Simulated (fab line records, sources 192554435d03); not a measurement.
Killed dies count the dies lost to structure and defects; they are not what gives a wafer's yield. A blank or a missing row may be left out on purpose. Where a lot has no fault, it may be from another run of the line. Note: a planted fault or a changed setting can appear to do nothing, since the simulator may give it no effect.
Chamber matching -- flow n5Finfet -- N5_MIM_BOT_LITHO_DESCUM_10 on rieDiel-02: 4 sister chambers
The step chemistry O2, time 7.9 s. 14 wafers are shown with their chamber, then 7 later ones without.

## EACH WAFER AND ITS CHAMBER
wafer,chamber,throttleValvePct (%),showerheadPlenumPTorr (Torr),oesProductAu (a.u.)
L074.1,0,20.36,2.01,0.87
L074.2,1,20.00,2.03,0.79
L074.5,1,20.01,2.03,0.79
L080.2,1,20.02,2.02,0.76
L080.3,3,20.60,2.05,0.68
L080.4,2,19.98,2.04,0.81
L082.1,1,20.04,2.02,0.76
L082.3,2,19.99,2.04,0.80
L082.4,0,20.40,2.00,0.84
L088.1,2,20.02,2.03,0.78
L088.2,0,20.41,2.00,0.81
L088.5,2,19.99,2.03,0.79
L090.4,1,20.05,2.02,0.74
L090.5,2,20.03,2.03,0.77

SIGNATURES, as means of the wafers listed above
reading,chamber 0,chamber 1,chamber 2,chamber 3,scatter within a chamber
throttleValvePct,20.3900,20.0240,20.0020,20.6000,0.0224
showerheadPlenumPTorr,2.0033,2.0240,2.0340,2.0500,0.00554
oesProductAu,0.8400,0.7680,0.7900,0.6800,0.0216
Rule: distance of a wafer from a chamber = root of the sum over the readings of ((wafer's reading minus chamber's mean) / reading's scatter) squared. The wafer belongs to the nearest chamber; if the next one is less than 2 further off, it can't be placed. The scatter is the square root of a quotient: the sum, over the shown wafers, of each reading's squared deviation from its chamber's mean, divided by wafers minus chambers.

## WAFERS WITH NO CHAMBER GIVEN
wafer,throttleValvePct (%),showerheadPlenumPTorr (Torr),oesProductAu (a.u.)
L090.6,20.35,2.05,0.99
L092.1,20.34,2.05,0.97
L092.2,20.06,2.01,0.73
L092.5,20.37,2.05,0.98
L095.4,20.04,2.03,0.76
L095.5,20.06,2.01,0.73
L095.6,20.04,2.03,0.76

## EACH ONE'S CHAMBER
wafer,from the rows above,in truth
L090.6,0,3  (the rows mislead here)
L092.1,0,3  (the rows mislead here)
L092.2,1,1
L092.5,0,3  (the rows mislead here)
L095.4,can't be placed: 1 or 2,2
L095.5,1,1
L095.6,can't be placed: 1 or 2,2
2 of 7 placed correctly. From these rows, 2 cannot be placed; in 2 the true chamber is one of the candidates. Number placed wrongly: 3.
